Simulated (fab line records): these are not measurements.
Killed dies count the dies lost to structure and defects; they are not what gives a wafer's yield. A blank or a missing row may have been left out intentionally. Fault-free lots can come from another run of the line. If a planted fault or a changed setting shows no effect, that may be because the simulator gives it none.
fab line records	flow n5-finfet
[record] lots = 7	wafers = 39
route steps=1938 shown BEOL_M0_SAQP@676 BEOL_M0_CUTY@711 BEOL_M0@715 BEOL_M3@981 BEOL_M4@1021
start-h: hours from the record's opening day to when the first of the lot's shown wafers began	wait-h: how many hours have passed since the lot's step before this one	" as in the row above	L1.1+2: a row that stands for several wafers	- no value, or no start was given	* or withheld: withheld	< > ~ a bound
route shown NAME@n: NAME is a module with steps in the file, n the number in the route of the first one	usual: mean/standard deviation of fault-free wafers	same: alike in all rows	chamber/n: place in a boat	sites: the reading at each site	_std_site: the values' standard deviation	_edge_site: outer sites' mean less inner sites'	radius-mm: for every site, how far away it sits from the centre of the wafer	mask NAME#n: copy n	behind: the most recent tool/chamber to have shaped the wafer	hold: cause of the lot's hold/its duration in hours/its outcome	device: the transistor (n, p or np) that didn't switch	end of line: tests of these same wafers at the route's end	for a step that has no rows: nothing shown but its recipe	killed: the dies lost at the first sort to structure and to defects; this is not the yield of the wafer	map: a wafer's dies, x killed, . not, _ none there
set.NAME: the run value of the setting; set.NAME@STEP: its run value at that earlier step	model.NAME: the simulator's own value behind a step, which no gauge read
one table per step and one row per wafer, for lots whose settings were changed on purpose
[[steps]]
[step N5_BEOL_M0_SAQP_SPACER2_ALD_26]
[recipe] material = SiO2	target-thk-a = 150	temp-c = 300	ald-precursor-family = BDEAS	ald-co-reactant = O2-plasma	pulse-time-s = 1	purge-time-s = 2	co-reactant-purge-time-s = 2	pressure-torr = 2
lot.wafer	tool	chamber	start-h	wait-h	set.target-thk-a	model.SiO2_of_BEOL_M0_SAQP_SPACER2_ALD_26.thk-nm
L076.1	ald-sin-01	0	120.11	0.3	118.6	12
L076.2+4	"	2,3	"	"	118.6	11.8
L076.3	"	3	"	"	150	14.8
L076.5+6	"	0,2	"	"	150	15
L083.1+2+6	ald-sin-01	0,2,3	165.34	0.1	150	15
L086.1+2+6	ald-sin-02	3,0,0	190.75	2.6	150	15
L086.3+4+5	"	2,1,1	"	"	97.56	9.8
L087.1+5+6	ald-sin-02	0,1,0	200.58	0.1	172.9	17.4
L087.2+3+4	"	2,1,2	"	"	150	15
L089.1+5	ald-sin-04	0,1	204.90	1.7	150	15.2
L089.2+3+6	"	1,2,0	"	"	188.7	19
L089.4	"	3	"	"	150	15
L090.1+3+4	ald-sin-04	3,1,0	210.51	0.1	91.83	9.2
L090.2+5+6	"	2,1,0	"	"	150	15
L096.1	ald-sin-02	0	245.62	1.8	183.3	18.4
L096.2+5+6	"	1,3,2	"	"	150	15
L096.3+4	"	2,3	"	"	183.3	18.2
[step N5_BEOL_M0_SAQP_SPACER2_ETCHBACK_27]
[recipe] chemistry = CHF3/O2	mode = anisotropic-etchback	target = SiO2	target-depth-a = 225	time-s = 11.25	pressure-mtorr = 30	source-w = 650	bias-w = 170	Ar_flow_sccm = 200	CHF3_flow_sccm = 50	O2_flow_sccm = 5	ion-energy-ev = 200
[step N5_BEOL_M0_SAQP_MANDREL2_REMOVE_110]
[recipe] chemistry = HBr/Cl2/O2	bt-time-s = 10	target = a-Si	stop-on = SiCN	endpoint = OES-SiCl	over-etch-frac = 1	icp-w = 600	bias-w = 30	HBr_flow_sccm = 150	Cl2_flow_sccm = 80	O2_flow_sccm = 5	pressure-mtorr = 10
lot.wafer	tool	chamber	start-h	wait-h	set.target-thk-a@BEOL_M0_SAQP_SPACER2_ALD_26	model.BEOL_M0_SAQP.cd-nm
L076.1	rie-si-05	2	120.74	0.1	118.6	12
L076.2	"	1	"	"	118.6	11.8
L076.3	"	0	"	"	150	14.8
L076.4	"	3	"	"	118.6	11.6
L076.5+6	"	1,2	"	"	150	15
L083.1+2	rie-si-02	0,3	165.98	0.1	150	15
L083.6	"	2	"	"	150	14.8
L086.1+6	rie-si-01	3,1	191.40	0.1	150	15.2
L086.2	"	0	"	"	150	14.8
L086.3+4+5	"	1,2,0	"	"	97.56	9.8
L087.1+5	rie-si-05	2	201.22	0.1	172.9	17.4
L087.2+4	"	3,1	"	"	150	14.8
L087.3	"	0	"	"	150	15
L087.6	"	3	"	"	172.9	17.2
L089.1+4+5	rie-si-05	0,2,2	205.54	0.1	150	15.2
L089.2+6	"	1,3	"	"	188.7	18.8
L089.3	"	3	"	"	188.7	19
L090.1+4	rie-si-01	2,0	211.15	0.1	91.83	9.2
L090.2+5+6	"	1,2,3	"	"	150	15
L090.3	"	3	"	"	91.83	9.4
L096.1	rie-si-02	1	246.25	0.1	183.3	18.4
L096.2	"	3	"	"	150	15
L096.3+4	"	0,2	"	"	183.3	18.2
L096.5	"	2	"	"	150	14.8
L096.6	"	3	"	"	150	15.2
[step N5_BEOL_M0_SAQP_CD_MEAS_29]
[recipe] target-cd-nm = 14.4	landing-energy-ev = 1000	detector = se-inlens
[usual] cd-nm = 15.00/0.22
lot.wafer	tool	chamber	start-h	wait-h	set.target-thk-a@BEOL_M0_SAQP_SPACER2_ALD_26	cd-nm
L076.1	cd-sem-01	0	120.85	0.1	118.6	12.11
L076.2	"	0	"	"	118.6	11.56
L076.3	"	0	"	"	150	14.71
L076.4	"	0	"	"	118.6	11.60
L076.5	"	0	"	"	150	15.12
L076.6	"	0	"	"	150	15.20
L083.1	cd-sem-01	0	166.09	0.1	150	15.15
L083.2	"	0	"	"	150	15.35
L083.6	"	0	"	"	150	15.06
L086.1	cd-sem-01	0	191.51	0.1	150	15.38
L086.2	"	0	"	"	150	15.01
L086.3	"	0	"	"	97.56	9.61
L086.4	"	0	"	"	97.56	9.93
L086.5	"	0	"	"	97.56	9.98
L086.6	"	0	"	"	150	15.49
L087.1	cd-sem-02	0	201.33	0.1	172.9	17.47
L087.2	"	0	"	"	150	14.96
L087.3	"	0	"	"	150	14.57
L087.4	"	0	"	"	150	14.89
L087.5	"	0	"	"	172.9	17.67
L087.6	"	0	"	"	172.9	17.21
L089.1	cd-sem-02	0	205.65	0.1	150	15.64
L089.2	"	0	"	"	188.7	18.92
L089.3	"	0	"	"	188.7	18.81
L089.4	"	0	"	"	150	15.04
L089.5	"	0	"	"	150	15.28
L089.6	"	0	"	"	188.7	18.89
L090.1	cd-sem-02	0	211.25	0.1	91.83	9.38
L090.2	"	0	"	"	150	15.31
L090.3	"	0	"	"	91.83	9.27
L090.4	"	0	"	"	91.83	9.20
L090.5	"	0	"	"	150	14.94
L090.6	"	0	"	"	150	14.77
L096.1	cd-sem-03	0	246.36	0.1	183.3	18.34
L096.2	"	0	"	"	150	15.12
L096.3	"	0	"	"	183.3	18.30
L096.4	"	0	"	"	183.3	17.93
L096.5	"	0	"	"	150	14.91
L096.6	"	0	"	"	150	15.27
[step N5_BEOL_M0_SAQP_COAT_69]
[recipe] resist = SOC	temp-c = 250	time-s = 60	spin-rpm = 1500	resist-thk-nm = 90
[step N5_BEOL_M0_SAQP_COAT_72]
[recipe] resist = SiARC	temp-c = 220	time-s = 60	spin-rpm = 1500	resist-thk-nm = 15
[step N5_BEOL_M0_CUTY_DESCUM_61]
[recipe] chemistry = O2	time-s = 7.9	source-power-w = 50	bias-power-w = 20	pressure-mtorr = 20	rf-frequency-hz = 2.712e+07	temp-c = 40	resist = CAR-ArF-block	o2-flow-sccm = 225
[step N5_BEOL_M0_CUTY_ETCH_62]
[recipe] chemistry = CF4	target = SiARC	mask-material = CAR-ArF-block	time-s = 58.5	ion-energy-ev = 80	pressure-mtorr = 40	source-w = 545	bias-w = 36	Ar_flow_sccm = 100	cf4-flow-sccm = 100	ends = cleared
[step N5_BEOL_M0_CUTY_ETCH_63]
[recipe] chemistry = N2/H2	target = SOC	target-depth-a = 827	overetch-a = 165	mask-material = SiARC	temp-c = 40	ion-energy-ev = 200	time-s = 124	pressure-mtorr = 30	source-w = 840	bias-w = 150	n2-flow-sccm = 200	h2-flow-sccm = 200
lot.wafer	tool	chamber	start-h	wait-h	set.target-thk-a@BEOL_M0_SAQP_SPACER2_ALD_26	model.SiO2_of_BEOL_M0_SAQP_SPACER2_ALD_26.thk-nm
L076.1+2+4	rie-diel-02	0,2,3	122.92	0.0	118.6	4
L076.3+5+6	"	1,0,3	"	"	150	7.2
L083.1+6	rie-diel-02	2,0	168.35	0.0	150	7
L083.2	"	3	"	"	150	7.2
L086.1+2+6	rie-diel-02	2,0,1	193.69	0.0	150	7.2
L086.3+4+5	"	1,3,2	"	"	97.56	2.4
L087.1+5+6	rie-diel-04	0,0,1	203.13	0.0	172.9	9.4
L087.2+3+4	"	1,2,3	"	"	150	7.2
L089.1+4	rie-diel-05	1	207.82	0.0	150	7
L089.2+6	"	2,0	"	"	188.7	11
L089.3	"	0	"	"	188.7	11.2
L089.5	"	2	"	"	150	7.2
L090.1+3+4	rie-diel-04	3,2,1	213.64	0.0	91.83	2.2
L090.2	"	0	"	"	150	7.2
L090.5+6	"	3,2	"	"	150	7
L096.1	rie-diel-02	3	249.13	0.0	183.3	10.6
L096.2+6	"	0,2	"	"	150	7.2
L096.3+4	"	1,2	"	"	183.3	10.4
L096.5	"	1	"	"	150	7
[step N5_BEOL_M0_CUTY_STRIP_64]
[recipe] chemistry = N2/H2	temp-c = 40	n2-flow-sccm = 200	h2-flow-sccm = 200	rf-frequency-hz = 6e+07
[step N5_BEOL_M0_ETCH_138]
[recipe] chemistry = CH3F/O2	target-depth-a = 120	target = SiCN	time-s = 31.6	ion-energy-ev = 120	pressure-mtorr = 30	source-w = 395	bias-w = 75	Ar_flow_sccm = 150	CH3F_flow_sccm = 30	O2_flow_sccm = 20	ends = cleared
lot.wafer	tool	chamber	start-h	wait-h	set.target-thk-a@BEOL_M0_SAQP_SPACER2_ALD_26	model.SiO2_of_BEOL_M0_SAQP_SPACER2_ALD_26.thk-nm
L076.1+2+4	rie-diel-02	0,2,3	123.04	0.0	118.6	2
L076.3+5+6	"	1,0,3	"	"	150	5.2
L083.1+2	rie-diel-02	2,3	168.47	0.0	150	5.2
L083.6	"	0	"	"	150	5
L086.1+2	rie-diel-02	2,0	193.82	0.0	150	5.2
L086.3+4+5	"	1,3,2	"	"	97.56	1.2
L086.6	"	1	"	"	150	5
L087.1	rie-diel-04	0	203.25	0.0	172.9	7.6
L087.2+3+4	"	1,2,3	"	"	150	5.2
L087.5+6	"	0,1	"	"	172.9	7.4
L089.1+4	rie-diel-05	1	207.94	0.0	150	5
L089.2+3+6	"	2,0,0	"	"	188.7	9
L089.5	"	2	"	"	150	5.2
L090.1+3+4	rie-diel-04	3,2,1	213.76	0.0	91.83	1
L090.2	"	0	"	"	150	5.2
L090.5+6	"	3,2	"	"	150	5
L096.1+4	rie-diel-02	3,2	249.25	0.0	183.3	8.6
L096.2+6	"	0,2	"	"	150	5.2
L096.3	"	1	"	"	183.3	8.4
L096.5	"	1	"	"	150	5
[step N5_BEOL_M0_HM_OPEN_105]
[recipe] chemistry = Cl2/BCl3	target-depth-a = 120	target = TiN	ion-energy-ev = 150	pressure-mtorr = 10	icp-w = 1000	bias-w = 126	Cl2_flow_sccm = 53.25	bcl3-flow-sccm = 21.75	Ar_flow_sccm = 25
lot.wafer	tool	chamber	start-h	wait-h	set.target-thk-a@BEOL_M0_SAQP_SPACER2_ALD_26	model.SiO2_of_BEOL_M0_SAQP_SPACER2_ALD_26.thk-nm
L076.1+2+4	rie-metal-01	0,1,0	125.32	2.2	118.6	1
L076.3+5+6	"	1,0,1	"	"	150	2.8
L083.1+6	rie-metal-01	0	169.52	1.0	150	2.6
L083.2	"	1	"	"	150	2.8
L086.1+2	rie-metal-01	0,1	196.01	2.2	150	2.8
L086.3+4+5	"	0,1,1	"	"	97.56	0.6
L086.6	"	0	"	"	150	2.6
L087.1	rie-metal-01	1	203.35	0.1	172.9	5.2
L087.2+3+4	"	0,0,1	"	"	150	2.8
L087.5+6	"	1,0	"	"	172.9	5
L089.1+4	rie-metal-02	0	208.90	0.9	150	2.6
L089.2+3+6	"	0	"	"	188.7	6.6
L089.5	"	0	"	"	150	2.8
L090.1+3+4	rie-metal-02	0	213.86	0.1	91.83	0.6
L090.2	"	0	"	"	150	2.8
L090.5+6	"	0	"	"	150	2.6
L096.1+4	rie-metal-01	1	249.70	0.4	183.3	6.2
L096.2+6	"	0	"	"	150	2.8
L096.3	"	0	"	"	183.3	6
L096.5	"	1	"	"	150	2.6
[step N5_BEOL_M0_ETCH_128]
[recipe] chemistry = CF4/N2	target-depth-a = 120	overetch-a = 51	target = SiCN	time-s = 21.4	ion-energy-ev = 150	pressure-mtorr = 40	source-w = 430	bias-w = 70	Ar_flow_sccm = 100	cf4-flow-sccm = 60	n2-flow-sccm = 60
lot.wafer	tool	chamber	start-h	wait-h	set.time-s	model.TiN_of_BEOL_M0_SAQP_HM_DEP_02.thk-nm
L076.1+3+5	rie-diel-04	0,2,2	125.73	0.1	21.4	11.2
L076.2+4	"	1,3	"	"	28.87	10.8
L076.6	"	3	"	"	28.87	10.6
L083.1	rie-diel-02	3	169.83	0.0	21.4	11
L083.2+6	"	0,2	"	"	21.4	10.6
L086.1+3+6	rie-diel-05	3,0,3	196.33	0.0	21.4	10.8
L086.2	"	1	"	"	21.4	10.4
L086.4+5	"	2	"	"	21.4	10.6
L087.1+2	rie-diel-04	1,0	203.67	0.0	11.38	11.4
L087.3	"	3	"	"	11.38	11.2
L087.4	"	2	"	"	21.4	10.8
L087.5+6	"	0,1	"	"	21.4	11
L089.1+2+6	rie-diel-05	0,1,0	209.36	0.0	21.4	10.8
L089.3+4+5	"	2,2,1	"	"	12.04	11.4
L090.1+2	rie-diel-05	1,0	214.32	0.0	13.7	11.4
L090.3+5	"	2	"	"	21.4	11.2
L090.4	"	3	"	"	13.7	11.6
L090.6	"	3	"	"	21.4	11
L096.1+2+3+4+5+6	rie-diel-02	1,0,2,3,3,2	250.02	0.0	21.4	11
[step N5_BEOL_M3_ETCH_41]
[recipe] chemistry = CH3F/O2	target = SiCN	target-depth-a = 299	taper-deg = 2	time-s = 52.5	ion-energy-ev = 120	mask-material = TiN	pressure-mtorr = 30	source-w = 395	bias-w = 75	Ar_flow_sccm = 150	CH3F_flow_sccm = 30	O2_flow_sccm = 20
lot.wafer	tool	chamber	start-h	wait-h	set.target-depth-a	model.etch.depth-nm
L076.1	rie-diel-06	1	-	-	299	19.74
L076.2	"	3	"	"	299	20.2
L076.3	"	2	"	"	365.5	24.74
L076.4	"	0	"	"	365.5	24.06
L076.5	"	1	"	"	365.5	24.19
L076.6	"	0	"	"	299	19.98
L083.1	rie-diel-06	2	-	-	299	20.13
L083.2	"	0	"	"	299	19.27
L083.6	"	1	"	"	299	19.34
L086.1	rie-diel-06	0	-	-	139	9.161
L086.2	"	2	"	"	299	20.29
L086.3	"	3	"	"	299	19.96
L086.4	"	1	"	"	139	9.117
L086.5	"	2	"	"	139	9.468
L086.6	"	1	"	"	299	19.51
L087.1	rie-diel-03	3	-	-	299	19.48
L087.2	"	2	"	"	299	18.98
L087.3	"	0	"	"	128.1	8.489
L087.4	"	2	"	"	299	19.24
L087.5	"	0	"	"	128.1	8.529
L087.6	"	3	"	"	128.1	8.449
L090.1	rie-diel-01	0	-	-	438	28.96
L090.2	"	3	"	"	299	19.94
L090.3	"	1	"	"	299	19.85
L090.4	"	2	"	"	299	19.89
L090.5	"	2	"	"	438	28.69
L090.6	"	1	"	"	438	29.32
L089.1	rie-diel-01	3	-	-	244.4	16.53
L089.2	"	2	"	"	299	20.26
L089.3	"	0	"	"	244.4	16.33
L089.4	"	1	"	"	299	20.18
L089.5	"	1	"	"	299	20.24
L089.6	"	0	"	"	244.4	16.35
L096.1	rie-diel-03	2	-	-	299	19.32
L096.2	"	3	"	"	389	25.41
L096.3	"	1	"	"	299	20.11
L096.4	"	0	"	"	389	25.86
L096.5	"	0	"	"	299	20.01
L096.6	"	3	"	"	389	25.67
[step N5_BEOL_M4_ILD_DEP_00]
[recipe] material = SiOC	target-thk-a = 790	temp-c = 350	precursor = DEMS/O2	pressure-torr = 5	rf-w = 500	time-s = 15.3
lot.wafer	tool	chamber	start-h	wait-h	set.target-thk-a	model.SiOC_of_BEOL_M4_ILD_DEP_00.thk-nm
L076.1	pecvd-01	2	156.77	0.0	790	78.2
L076.2	"	1	"	"	790	78.8
L076.3	"	0	"	"	790	78.6
L076.4	"	0	"	"	790	80.6
L076.5	"	1	"	"	790	80.4
L076.6	"	2	"	"	790	79.8
L083.1	pecvd-03	1	208.77	0.0	790	78
L083.2	"	0	"	"	790	78.8
L083.6	"	1	"	"	790	80
L086.1	pecvd-04	0	240.07	0.0	1039	104.4
L086.2	"	2	"	"	1039	103.4
L086.3	"	1	"	"	1039	102.6
L086.4+5	"	0,2	"	"	790	80.2
L086.6	"	1	"	"	790	79
L087.1	pecvd-04	0	243.33	0.0	790	78.8
L087.2	"	1	"	"	790	76.8
L087.3	"	2	"	"	790	80
L087.4	"	1	"	"	790	79
L087.5	"	2	"	"	790	79.8
L087.6	"	0	"	"	790	79.4
L090.1	pecvd-01	0	256.10	0.0	1189	117
L090.2	"	2	"	"	1189	117.6
L090.3	"	1	"	"	1189	117.2
L090.4	"	1	"	"	790	79
L090.5	"	0	"	"	790	79.2
L090.6	"	2	"	"	790	78.8
L089.1	pecvd-03	1	258.85	0.0	443.2	44.4
L089.2	"	0	"	"	790	77.2
L089.3	"	2	"	"	443.2	44.2
L089.4	"	2	"	"	790	79.8
L089.5	"	0	"	"	443.2	44.8
L089.6	"	1	"	"	790	79.6
L096.1	pecvd-04	0	293.97	0.0	790	79.6
L096.2	"	1	"	"	790	78.4
L096.3	"	2	"	"	790	81.2
L096.4	"	0	"	"	790	80.2
L096.5	"	2	"	"	790	82.2
L096.6	"	1	"	"	790	80
[step N5_BEOL_M4_THK_MEAS_01]
[recipe] reads = SiOC_of_BEOL_M4_ILD_DEP_00
[usual] M4_ILD_THK = 79.2/1
lot.wafer	tool	chamber	start-h	wait-h	set.target-thk-a@BEOL_M4_ILD_DEP_00	M4_ILD_THK[nm]
L076.1	film-metro-02	-	156.84	0.0	790	78.1
L076.2	"	-	"	"	790	78.8
L076.3	"	-	"	"	790	78.5
L076.4	"	-	"	"	790	80.6
L076.5	"	-	"	"	790	80.4
L076.6	"	-	"	"	790	79.8
L083.1	film-metro-01	-	208.86	0.1	790	77.9
L083.2	"	-	"	"	790	78.7
L083.6	"	-	"	"	790	79.9
L086.1	film-metro-01	-	240.14	0.0	1039	104.3
L086.2	"	-	"	"	1039	103.4
L086.3	"	-	"	"	1039	102.6
L086.4	"	-	"	"	790	80.1
L086.5	"	-	"	"	790	80.2
L086.6	"	-	"	"	790	79.1
L087.1	film-metro-01	-	243.39	0.0	790	78.9
L087.2	"	-	"	"	790	76.8
L087.3	"	-	"	"	790	80.0
L087.4	"	-	"	"	790	79.0
L087.5	"	-	"	"	790	79.8
L087.6	"	-	"	"	790	79.5
L090.1	film-metro-01	-	256.17	0.0	1189	116.9
L090.2	"	-	"	"	1189	117.6
L090.3	"	-	"	"	1189	117.1
L090.4	"	-	"	"	790	78.9
L090.5	"	-	"	"	790	79.3
L090.6	"	-	"	"	790	78.8
L089.1	film-metro-02	-	258.91	0.0	443.2	44.3
L089.2	"	-	"	"	790	77.2
L089.3	"	-	"	"	443.2	44.2
L089.4	"	-	"	"	790	79.9
L089.5	"	-	"	"	443.2	44.9
L089.6	"	-	"	"	790	79.4
L096.1	film-metro-01	-	294.04	0.0	790	79.5
L096.2	"	-	"	"	790	78.5
L096.3	"	-	"	"	790	81.2
L096.4	"	-	"	"	790	80.1
L096.5	"	-	"	"	790	82.2
L096.6	"	-	"	"	790	80.1
[[key]]
[split] step = N5_BEOL_M0_SAQP_SPACER2_ALD_26	setting = target-thk-a	stated = 150	by = wafer
[response] step = N5_BEOL_M0_SAQP_SPACER2_ALD_26	reading = model.SiO2_of_BEOL_M0_SAQP_SPACER2_ALD_26.thk-nm	change = +0.149	per = 1%	r = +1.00
[response] step = N5_BEOL_M0_SAQP_MANDREL2_REMOVE_110	reading = model.BEOL_M0_SAQP.cd-nm	change = +0.149	per = 1%	r = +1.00
[response] step = N5_BEOL_M0_SAQP_CD_MEAS_29	reading = cd-nm	change = +0.15	per = 1%	r = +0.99
[response] step = N5_BEOL_M0_CUTY_ETCH_63	reading = model.SiO2_of_BEOL_M0_SAQP_SPACER2_ALD_26.thk-nm	change = +0.139	per = 1%	r = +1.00
[response] step = N5_BEOL_M0_ETCH_138	reading = model.SiO2_of_BEOL_M0_SAQP_SPACER2_ALD_26.thk-nm	change = +0.126	per = 1%	r = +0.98
[response] step = N5_BEOL_M0_HM_OPEN_105	reading = model.SiO2_of_BEOL_M0_SAQP_SPACER2_ALD_26.thk-nm	shape = bent	at-lowest = 0.6	at-stated = 2.724	at-highest = 6.6
[split] step = N5_BEOL_M0_ETCH_128	setting = time-s	stated = 21.4	by = wafer
[response] step = N5_BEOL_M0_ETCH_128	reading = model.TiN_of_BEOL_M0_SAQP_HM_DEP_02.thk-nm	change = -0.0111	per = 1%	r = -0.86
[split] step = N5_BEOL_M3_ETCH_41	setting = target-depth-a	stated = 299	by = wafer
[response] step = N5_BEOL_M3_ETCH_41	reading = model.etch.depth-nm	change = +0.195	per = 1%	r = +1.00
[split] step = N5_BEOL_M4_ILD_DEP_00	setting = target-thk-a	stated = 790	by = wafer
[response] step = N5_BEOL_M4_ILD_DEP_00	reading = model.SiOC_of_BEOL_M4_ILD_DEP_00.thk-nm	change = +0.766	per = 1%	r = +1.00
[response] step = N5_BEOL_M4_THK_MEAS_01	reading = M4_ILD_THK	change = +0.764	per = 1%	r = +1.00
